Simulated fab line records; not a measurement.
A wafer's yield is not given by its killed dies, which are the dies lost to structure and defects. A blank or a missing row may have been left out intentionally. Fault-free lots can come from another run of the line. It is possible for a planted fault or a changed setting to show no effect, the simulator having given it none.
fab line records	flow n5-finfet
record lots=4	wafers=12	last-day=15
route steps=1938 shown BEOL_M2@869 PASSIVATION@1936
lots that met no fault: taken from a fault-free run of the same line
start-h: start of the lot's first displayed wafer, in hours after the record's first day	wait-h: hours elapsed since this lot's preceding step	" as in the row above	L1.1+2: several wafers, shown together as one row	- either no value or no given start	* or withheld: withheld	< > ~ a bound
route shown NAME@n: NAME is a module with steps in the file, n the number in the route of the first one	usual: mean/standard deviation taken from wafers without a fault	same: alike in all rows	chamber/n: place in a boat	sites: readings site by site	_std_site: standard deviation across them	_edge_site: inner sites' mean taken away from outer sites' mean	radius-mm: for every site, how far away it sits from the centre of the wafer	mask NAME#n: copy n	behind: the tool/chamber that last shaped the wafer	hold: what put the lot on hold/how long, in hours/how the hold closed	device: which transistor (n, p or np) failed to switch	end of line: at the end of the route, the tests of the same wafers	step lacking rows: just its recipe	killed: not the wafer's yield, but the dies lost to structure and defects at the first sort	map: dies across one wafer; x = killed, . = not, _ = none there
set.NAME: the setting as run; set.NAME@STEP: as run at that earlier step	model.NAME: the simulator's own value behind a step, which no gauge read
certain route steps with their lots: each step a table, each wafer a row
services: a tool's chamber out of use, with start hour (start-h, from the record's first day; less than 0 if before it), hours out, and reason
## steps
# step N5_BEOL_M2_COAT_76
# recipe resist=underlayer	temp-c=205	time-s=60	spin-rpm=1500	resist-thk-nm=5
# step N5_BEOL_M2_COAT_22
# recipe resist=CAR-EUV	spin-rpm=1500	resist-thk-nm=30
# step N5_BEOL_M2_EBR_24
# recipe solvent=PGMEA	ebr-width-mm=1.5
# step N5_BEOL_M2_SOFTBAKE_23
# recipe temp-c=110	time-s=60	resist=CAR-EUV
# step N5_BEOL_M2_EXPOSE_25
# recipe mask-id=V1	na=0.33	source-shape=quasar	sigma-inner=0.2	sigma-outer=0.8	polarization=unpolarized	defocus-nm=5	dose-mj=63
# step N5_BEOL_M2_PEB_26
# recipe peb-temp-c=100	peb-time-s=60	resist=CAR-EUV
# step N5_BEOL_M2_DEVELOP_27
# recipe develop-time-s=30	developer=TMAH	resist=CAR-EUV	rinse-liquid=surfactant-rinse	dry=air-spin	dev-temp-c=23
# step N5_BEOL_M2_DESCUM_33
# recipe chemistry=O2	time-s=7	source-power-w=50	bias-power-w=20	pressure-mtorr=20	rf-frequency-hz=2.712e+07	temp-c=40	resist=CAR-EUV	o2-flow-sccm=225
# step N5_BEOL_M2_ETCH_77
# recipe chemistry=N2/H2	target=underlayer	target-depth-a=65	mask-material=CAR-EUV	time-s=5.2	ion-energy-ev=200	pressure-mtorr=30	source-w=840	bias-w=150	n2-flow-sccm=200	h2-flow-sccm=200	ends=cleared
# step N5_BEOL_M2_ETCH_69
# recipe chemistry=CF4	target=SiARC	target-depth-a=156	mask-material=CAR-EUV	time-s=26	ion-energy-ev=80	pressure-mtorr=40	source-w=545	bias-w=36	Ar_flow_sccm=100	cf4-flow-sccm=100	ends=cleared
# usual drypump-motor-current-A=5.8/0.49	etch-rf-on-time-s=25.9/0.63	oes-product-au=0.67/0.066	rf-vpp-V=184.2/1.1	showerhead-plenum-p-Torr=2.14/0.063	throttle-valve-pct=15.54/0.22
lot.wafer	tool	chamber	start-h	wait-h	drypump-motor-current-A	etch-rf-on-time-s	oes-product-au	rf-hours-counter-h	rf-vpp-V	showerhead-plenum-p-Torr	throttle-valve-pct
L588.2	rie-diel-01	0	157.44	0.0	5.7	25.3	0.65	156	185.0	2.16	15.57
L588.3	"	1	"	"	6.4	26.4	0.68	107	183.3	2.08	15.42
L588.5	"	0	"	"	5.7	25.5	0.63	-	183.0	2.16	15.56
L593.3	rie-diel-06	2	187.19	0.0	5.9	25.8	0.66	126	183.8	2.24	15.64
L593.4	"	1	"	"	5.2	27.3	0.63	136	185.4	2.23	15.84
L593.5	"	0	"	"	6.7	25.9	0.79	-	183.8	2.19	15.41
L600.1	rie-diel-01	1	230.26	0.0	6.4	26.4	0.66	138	183.1	2.07	15.48
L600.2	"	0	"	"	5.7	25.6	0.62	186	184.6	2.15	15.61
L600.6	"	0	"	"	5.8	25.2	0.63	-	185.2	2.15	15.62
L601.2	rie-diel-01	0	232.20	0.0	5.7	25.6	0.62	186	185.0	2.15	15.62
L601.4	"	1	"	"	6.4	26.5	0.65	138	182.0	2.07	15.51
L601.6	"	2	"	"	6.2	25.9	0.80	-	183.2	2.10	15.21
# step N5_BEOL_M2_ALD_98
# recipe material=SiO2	target-thk-a=25	temp-c=100	ald-precursor-family=BDEAS	ald-co-reactant=O2-plasma	pulse-time-s=1	co-reactant-pulse-time-s=1	purge-time-s=2	co-reactant-purge-time-s=2	ald-cycles=17	pressure-torr=2
# step N5_BEOL_M2_ETCHBACK_99
# recipe chemistry=CHF3	target=SiO2	target-depth-a=50	time-s=10.4	source-w=215	bias-w=47	Ar_flow_sccm=200	CHF3_flow_sccm=12	ion-energy-ev=100	pressure-mtorr=30
# step N5_BEOL_M2_ETCH_70
# recipe chemistry=N2/H2	target=SOC	target-depth-a=800	overetch-a=240	mask-material=SiARC	temp-c=40	time-s=130	ion-energy-ev=200	pressure-mtorr=30	source-w=840	bias-w=150	n2-flow-sccm=200	h2-flow-sccm=200
# step N5_BEOL_M2_STRIP_71
# recipe chemistry=N2/H2	temp-c=40	n2-flow-sccm=200	h2-flow-sccm=200	rf-frequency-hz=6e+07
# step N5_BEOL_M2_STRIP_78
# recipe chemistry=N2/H2	temp-c=40	n2-flow-sccm=200	h2-flow-sccm=200	rf-frequency-hz=6e+07
# step N5_BEOL_M2_VIA_ETCH_34
# recipe chemistry=C4F6/O2	target-depth-a=694	mask-material=SOC	pressure-mtorr=15	ion-energy-ev=250	taper-deg=4	time-s=65.9	source-w=350	bias-w=170	Ar_flow_sccm=300	C4F6_flow_sccm=10	O2_flow_sccm=10
# step N5_BEOL_M2_STRIP_83
# recipe chemistry=C4F6/O2	resist=SiARC	rf-frequency-hz=6e+07
# step N5_BEOL_M2_STRIP_36
# recipe chemistry=N2/H2	power-w=450	temp-c=40	pressure-mtorr=20	rf-frequency-hz=6e+07	overash-fraction=0.3	bias-power-w=7	h2-frac=0.5	n2-flow-sccm=200	h2-flow-sccm=200
# step N5_BEOL_M2_TRENCH_ETCH_37
# recipe chemistry=C4F6/O2	target-depth-a=555.55	target=SiOC	time-s=29.2	ion-energy-ev=250	pressure-mtorr=30	source-w=355	bias-w=185	Ar_flow_sccm=300	C4F6_flow_sccm=10	O2_flow_sccm=10
# step N5_BEOL_M2_ETCH_41
# recipe chemistry=CH3F/O2	target=SiCN	target-depth-a=299	taper-deg=2	time-s=52.5	ion-energy-ev=120	mask-material=TiN	pressure-mtorr=30	source-w=395	bias-w=75	Ar_flow_sccm=150	CH3F_flow_sccm=30	O2_flow_sccm=20
# step N5_BEOL_M2_STRIP_97
# recipe chemistry=N2/H2	time-s=10	power-w=450	temp-c=40	pressure-mtorr=20	rf-frequency-hz=6e+07	bias-power-w=7	n2-flow-sccm=200	h2-flow-sccm=200
# step N5_BEOL_M2_HM_STRIP_39
# recipe chemistry=peroxide-tin-strip	material=TiN	target-depth-a=250	temp-c=50	time-s=158
# step N5_BEOL_M2_SRD_40
# recipe time-s=30	temp-c=23	rinse-liquid=diw	dry=ipa-marangoni
# step N5_BEOL_M2_PRECLEAN_42
# recipe chemistry=residue-remover	time-s=60	temp-c=40
# step N5_BEOL_M2_SRD_43
# recipe time-s=30	temp-c=23	rinse-liquid=diw	dry=ipa-marangoni
# step N5_BEOL_M2_DEGAS_44
# recipe ambient=vacuum	temp-c=250	time-s=60
# step N5_BEOL_M2_PRE_CLEAN_45
# recipe gas=H2/He	time-s=30	temp-c=250
# step N5_BEOL_M2_ALD_84
# recipe material=TaN	target-thk-a=*	temp-c=275	ald-precursor-family=PDMAT	ald-co-reactant=NH3	pressure-torr=3	carrier-flow-sccm=1500	pulse-time-s=2	purge-time-s=3	co-reactant-purge-time-s=2	co-reactant-pulse-time-s=3	ald-cycles=30	precursor-vessel-temp-c=75	precursor-vessel-pressure-torr=26.25	precursor-vessel-carrier-sccm=1000
# step N5_BEOL_M2_SURFACE_TREAT_85
# recipe gas=Ar	time-s=*	ion-energy-ev=*	ion-current-ma-cm2=0.5	pressure-mtorr=*	ar-flow-sccm=30
# step N5_BEOL_M2_CVD_47
# recipe material=Co	target-thk-a=30	temp-c=withheld	precursor=CCTBA/H2	pressure-torr=30	time-s=223.8
# step N5_BEOL_M2_SPUTTER_48
# recipe material=Cu	target-thk-a=45	temp-c=-20	chamber-pressure-pa=0.07	power-w=withheld	time-s=8.29
# step N5_BEOL_M2_ANNEAL_49
# recipe temp-c=400	time-s=240	ambient=vacuum
# step N5_BEOL_M2_SPUTTER_79
# recipe material=Cu	target-thk-a=45	temp-c=-20	chamber-pressure-pa=0.07	power-w=withheld	time-s=8.29
# step N5_BEOL_M2_ANNEAL_80
# recipe temp-c=400	time-s=240	ambient=vacuum
# step N5_BEOL_M2_SPUTTER_81
# recipe material=Cu	target-thk-a=45	temp-c=-20	chamber-pressure-pa=0.07	power-w=withheld	time-s=8.29
# step N5_BEOL_M2_ANNEAL_82
# recipe temp-c=400	time-s=240	ambient=vacuum
# step N5_BEOL_M2_SPUTTER_86
# recipe material=Cu	target-thk-a=45	temp-c=-20	chamber-pressure-pa=0.07	power-w=withheld	time-s=8.29
# step N5_PASSIVATION_PROBE_49
# usual defect-limited-yield=91.4/1.5	killed_at_M0_to_M3=33/9.8	killed_at_M4_up=14/5.5	killed-at-contacts=12/6.5	killed-at-front-end=38/11	killed-at-other=3/3.1	killed-dies=101/17	killed-open=66/13	killed-short=32/7.5	sort_bin_5_function=5.0/1	sort_bin_6_memory=3.2/0.69	sort-n-pass=1079/17	sort-yield-pct=91.4/1.5
# same gross-dies=1180	killed-at-back-side=0	sort_bin_4_leakage[%]=0	sort_bin_8_speed[%]=0
lot.wafer	tool	chamber	start-h	wait-h	defect-limited-yield[%]	killed_at_M0_to_M3	killed_at_M4_up	killed-at-contacts	killed-at-front-end	killed-at-other	killed-dies	killed-open	killed-short	sort_bin_5_function[%]	sort_bin_6_memory[%]	sort-n-pass	sort-yield-pct[%]
L588.2	prober-02	-	289.90	0.1	90.4	35	14	22	42	0	113	83	29	5.0	4.4	1067	90.4
L588.3	prober-02	-	289.95	0.1	90.3	28	11	10	64	2	115	86	29	5.8	3.5	1065	90.3
L588.5	prober-02	-	290.05	0.2	89.7	34	24	9	52	3	122	76	44	5.8	4.2	1058	89.7
L593.3	prober-01	-	327.35	0.1	92.7	35	8	14	27	2	86	54	27	4.5	2.5	1094	92.7
L593.4	prober-01	-	327.40	0.2	91.3	31	16	13	38	5	103	68	29	5.8	2.9	1077	91.3
L593.5	prober-01	-	327.45	0.2	91.4	37	15	8	39	3	102	74	27	4.8	3.5	1078	91.4
L600.1	prober-01	-	365.33	0.0	88.5	67	14	6	40	9	136	72	29	6.7	4.0	1044	88.5
L600.2	prober-01	-	365.38	0.1	83.5	118	15	11	48	3	195	92	31	10.5	4.5	985	83.5
L600.6	prober-01	-	365.58	0.3	84.1	112	16	14	45	1	188	70	48	9.9	4.6	992	84.1
L601.2	prober-01	-	367.35	0.1	87.6	104	7	3	29	3	146	47	24	7.5	3.2	1034	87.6
L601.4	prober-01	-	367.45	0.2	87.5	81	5	6	54	1	147	78	31	7.1	4.8	1033	87.5
L601.6	prober-01	-	367.55	0.3	84.3	144	11	4	25	1	185	63	18	10.5	3.7	995	84.3
# killed by level:class
L588.2 MOL_CONTACT_COAG:geometric-particle:open=21 FIN_SAQP:geometric-particle:open=17 BEOL_M2:geometric-particle:open=8 FIN_SAQP:geometric-particle:short=7 BEOL_M0_SAQP:geometric-particle:open=7 BEOL_M0_SAQP:geometric-particle:short=7 BEOL_M3:geometric-particle:open=6 BEOL_M4:geometric-particle:open=5
L588.3 FIN_SAQP:geometric-particle:open=24 STI_FIN_REVEAL:geometric-particle:open=14 FIN_SAQP:geometric-particle:short=13 MOL_CONTACT_COAG:geometric-particle:open=9 BEOL_M1:geometric-particle:open=9 BEOL_M2:geometric-particle:open=5 DUMMY_GATE:geometric-particle:open=4 BEOL_M0:geometric-particle:open=4
L588.5 BEOL_M0_SAQP:geometric-particle:short=12 STI_FIN_REVEAL:geometric-particle:open=12 FIN_SAQP:geometric-particle:open=7 GATE_CUT:geometric-particle:short=7 GATE_CUT:geometric-particle:open=7 MOL_CONTACT_COAG:geometric-particle:open=7 BEOL_M3:geometric-particle:open=7 BEOL_M4:geometric-particle:open=6
L593.3 FIN_SAQP:geometric-particle:open=11 MOL_CONTACT_COAG:geometric-particle:open=10 BEOL_M3:geometric-particle:open=10 BEOL_M0_SAQP:geometric-particle:short=9 BEOL_M0_SAQP:geometric-particle:open=5 STARTING-WAFER:geometric-particle:short=5 BEOL_M2:geometric-particle:open=4 STI_FIN_REVEAL:geometric-particle:open=3
L593.4 FIN_SAQP:geometric-particle:open=13 MOL_CONTACT_COAG:geometric-particle:open=11 STI_FIN_REVEAL:geometric-particle:open=9 BEOL_M1:geometric-particle:open=9 BEOL_M0_SAQP:geometric-particle:short=7 BEOL_M4:geometric-particle:open=6 BEOL_M0_SAQP:geometric-particle:open=6 BEOL_M3:geometric-particle:open=5
L593.5 FIN_SAQP:geometric-particle:open=14 BEOL_M3:geometric-particle:open=13 STI_FIN_REVEAL:geometric-particle:open=11 MOL_CONTACT_COAG:geometric-particle:open=7 BEOL_M1:geometric-particle:open=6 BEOL_M4:geometric-particle:open=6 BEOL_M0_SAQP:geometric-particle:short=5 BEOL_M5:geometric-particle:open=5
L600.1 BEOL_M2:unspecified=34 STI_FIN_REVEAL:geometric-particle:open=12 BEOL_M0:geometric-particle:open=7 MOL_CONTACT_COAG:geometric-particle:open=6 BEOL_M0_SAQP:geometric-particle:open=6 DUMMY_GATE:geometric-particle:open=5 BEOL_M0_SAQP:geometric-particle:short=5 BEOL_M1:geometric-particle:open=5
L600.2 BEOL_M2:unspecified=70 BEOL_M1:geometric-particle:open=11 BEOL_M2:geometric-particle:open=11 MOL_CONTACT_COAG:geometric-particle:open=9 BEOL_M0_SAQP:geometric-particle:open=9 STI_FIN_REVEAL:geometric-particle:open=8 FIN_SAQP:geometric-particle:short=7 DUMMY_GATE:geometric-particle:open=7
L600.6 BEOL_M2:unspecified=70 BEOL_M0_SAQP:geometric-particle:open=17 BEOL_M0_SAQP:geometric-particle:short=12 GATE_CUT:geometric-particle:short=11 MOL_CONTACT_COAG:geometric-particle:open=11 BEOL_M5:geometric-particle:open=8 DUMMY_GATE:geometric-particle:open=6 FIN_SAQP:geometric-particle:short=5
L601.2 BEOL_M2:unspecified=75 FIN_SAQP:geometric-particle:open=13 BEOL_M2:geometric-particle:open=8 BEOL_M3:geometric-particle:open=6 BEOL_M0_SAQP:geometric-particle:short=5 FIN_SAQP:geometric-particle:short=4 BEOL_M0_SAQP:geometric-particle:open=4 BEOL_M4:geometric-particle:open=4
L601.4 BEOL_M2:unspecified=38 STI_FIN_REVEAL:geometric-particle:open=15 BEOL_M3:geometric-particle:open=15 FIN_SAQP:geometric-particle:short=6 FIN_SAQP:geometric-particle:open=6 MOL_CONTACT_COAG:geometric-particle:open=6 BEOL_M0_SAQP:geometric-particle:short=6 BEOL_M2:geometric-particle:open=6
L601.6 BEOL_M2:unspecified=101 BEOL_M3:geometric-particle:open=22 BEOL_M0_SAQP:geometric-particle:short=6 BEOL_M2:geometric-particle:open=6 FIN_SAQP:geometric-particle:open=5 STI_FIN_REVEAL:geometric-particle:open=5 GATE_CUT:geometric-particle:open=4 MOL_CONTACT_COAG:geometric-particle:open=4
# map L600.2 (x killed, . not)
_________________......x.....________________
______________...x.....x.....x.x_____________
___________.......xx.......xxxxxxxx__________
__________.........x..xxx.xxx.x.xxxx_________
________..............x....xxxxxxxxxxx_______
_______...x.x..............x.xxxxxxxxxx______
______................x...x.xxxxxxxxxxx._____
_____................x....x.xxxxxxxxxx.x.____
____......x..x...........x.....xxxxxxxx...___
___..x....x................x.x..x.xxx...x..__
___...........x.......x.x........x.........__
__.........xx.............xx..x.x.....x....._
__....x......x...x....................x....._
_xx..x......................x.xx.x...........
_........................xx......x.........x.
_......x..x....x..xx......................x..
_.....................................x......
_x.....x..........x.xx......x.x...........x..
_...........x...x............................
_x........x...x........x...........x.........
_......x...........x..xxx.......x...........x
__.x..xx........................x........x.._
__x.....xx...x.............x.......x........_
___.........................x..............__
___........x........x....................x.__
____................x......x..............___
_____........x....x........x.............____
______x....................x........x.x._____
_______......x....x..............x.....______
________..xxx.....................x..._______
__________...............x..x......._________
___________..xx.x.....x............__________
______________..x..x......x.x..._____________
_________________.......x....________________
# map L601.6 (x killed, . not)
_________________.x..........________________
______________x.x...x..........._____________
___________........x...............__________
__________.........x................_________
________.............................._______
_______.x..............................______
______..xx........................x....._____
_____.........x..x.........x.xx..........____
____.......x..x..x....x..xxx.xxxxx........___
___....................xxx.xxxxxxxxx.......__
___x......................x.xxxxx..x.x.....__
__...................x...x.xxxxxxxxxxx......_
__..x....x.x...........xxxxxxxxxxx.x.xx....._
_..........x...xx.......xxxxxxxxxxxxx........
_.......x....x.....x.....xxxxxxxxxxxx......x.
_...x...............x......xxxxxxxx...x....x.
_.........................xx.xxxxxx.......x..
_......xx..x........x...x...xxxx...x..x....x.
_..................x.x...x..............x....
_x....................x....x..x..............
_..........x...x............................x
__.....................x....xx.......x......_
__............................x..x.......x.._
___............................x...........__
___...x....................x....x..........__
____....................x....x.....x.....x___
_____..........x........x................____
______..x.x.............x........x......_____
_______............x.....x.............______
________x.x.......x..................._______
__________.x......x................._________
___________....................x...__________
______________.......x........x._____________
_________________............________________
## services
tool	chamber	start-h	hours	kind
rie-diel-06	0	134.71	-	clean
rie-diel-06	0	134.71	-	consumable-replace:focus-ring
rie-diel-06	0	134.71	19.3	scheduled-down
rie-diel-06	0	134.71	19.3	vent-cycle
rie-diel-01	2	173.74	-	clean
rie-diel-01	2	173.74	-	consumable-replace:focus-ring
rie-diel-01	2	173.74	24.4	scheduled-down
rie-diel-01	2	173.74	24.4	vent-cycle
rie-diel-01	3	202.68	8.3	repair
## key
first-sign step=N5_PASSIVATION_PROBE_49	reading=killed_at_M0_to_M3	direction=up	sigmas=7.3	usual=33	struck=104
effect step=N5_PASSIVATION_PROBE_49	reading=defect-limited-yield	direction=down	sigmas=3.7	usual=91.4	struck=85.9	wafers-moved=5
more-kills-born-at N5_BEOL_M2_ETCH_69@rie-diel-01=388
met-at N5_BEOL_M2_ETCH_69
struck-wafers L600.1,L600.2,L600.6,L601.2,L601.4,L601.6
onset-between 157.44 230.26
also-fits time
fault kind=chamber-particle-source	tool=rie-diel-01	chamber=-	onset-h=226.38	steps=N5_BEOL_M2_ETCH_69	rate-per-visit-cm2=0.3885	end-h=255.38
